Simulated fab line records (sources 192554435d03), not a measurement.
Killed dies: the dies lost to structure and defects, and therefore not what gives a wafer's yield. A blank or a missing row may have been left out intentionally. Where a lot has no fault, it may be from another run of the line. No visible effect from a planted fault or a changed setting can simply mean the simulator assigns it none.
One fault through the eyes of 2 desks	flow n5 finfet	each desk holds nothing but its own numbers, with what lay behind them at the end

== DESK OF THE TOOL OWNER: rie diel-05 ==
The tool's own readings at N5_BEOL_M7_ETCH_62 (etches SOC in N2/H2, target depth 110 nm, overetch 22 nm, time 165 s): means of the sampled wafers that have a number, for each lot that ran on this tool. Marked OUT: a lot whose mean sits more than 4 standard deviations from the usual mean, which makes it out of limits; the brackets give that distance. Of its 8 readings 7 are shown: the one that was out of limits first, and those that lie furthest out on some lot.
Columns: A = chamber pressure mTorr at N5_BEOL_M7_ETCH_62, usual 29.997 mTorr; B = drypump motor current A at N5_BEOL_M7_ETCH_62, usual 5.9 A; C = h2 flow sccm at N5_BEOL_M7_ETCH_62, usual 199.9 sccm; D = rf fwd power W at N5_BEOL_M7_ETCH_62, usual 837.1 W; E = rf vpp V at N5_BEOL_M7_ETCH_62, usual 524 V; F = showerhead plenum p Torr at N5_BEOL_M7_ETCH_62, usual 2.56 Torr; G = throttle valve pct at N5_BEOL_M7_ETCH_62, usual 18.00 %
lot	first seen here	A	B	C	D	E	F	G
L166	day 10 09:50	29.985	6.3	199.8	836.9	522	2.44	18.12
L168	day 10 22:36	30.002	6.3	200.2	837.9	523	2.53	18.10
L167	day 10 22:52	30.005	6.3	200.1	836.0	523	2.53	18.11
L169	day 11 05:02	30.010	6.1	200.2	836.9	524	2.53	18.09
L173	day 12 00:29	29.995	5.9	200.1	838.3	524	2.53	17.99
L176	day 13 09:56	30.015	5.9	199.8	1039.4 (+75) OUT	490 (-11) OUT	2.62	18.08
L178	day 13 11:31	30.018	5.7	199.6	1036.3 (+74) OUT	487 (-12) OUT	2.53	17.99
Finding of this desk: L176, L178 out of limits; the first was L176 at day 13 09:56, on rf fwd power W at N5_BEOL_M7_ETCH_62. Within limits: L166, L168, L167, L169, L173.

== FROM THE METROLOGY DESK ==
Lot by lot, what the gauges showed, no matter which tool ran the lot: averages of those sampled wafers that carry a number. Marked OUT: a lot whose mean sits more than 4 standard deviations from the usual mean, which makes it out of limits; the brackets give that distance.
Columns: A = cd nm at N5_BEOL_M7_CD_MEAS_11, usual 38.4 nm
lot	first seen here	A
L165	day 10 01:54	38.2
L166	day 10 09:34	38.0
L168	day 10 22:19	38.0
L167	day 10 22:32	38.3
L169	day 11 04:52	38.6
L173	day 12 00:02	38.7
L176	day 13 09:46	37.9
L178	day 13 11:20	38.0
L183	day 14 22:08	38.1
L181	day 14 22:21	38.1
L182	day 14 22:31	38.5
This desk's finding: nothing out of limits on any of the 11 lots.

== BROUGHT TOGETHER ==
An alarm could have come from the tool owner's desk at day 13 09:56, on L176, L178.
At the metrology desk, nothing out of limits was observed.
The metrology desk has L176, L178 on record, within its limits.
The lots listed all ran N5_BEOL_M7_ETCH_62 on rie diel-05.

== WHAT THE SIMULATOR HAD PUT IN ==
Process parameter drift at N5_BEOL_M7_ETCH_62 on rie diel-05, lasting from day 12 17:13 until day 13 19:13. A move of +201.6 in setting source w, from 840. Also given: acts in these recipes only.
Lots struck among those shown: L176, L178.
Each desk's first reading out of limits, in hours after the fault started: the tool owner's desk, 17.
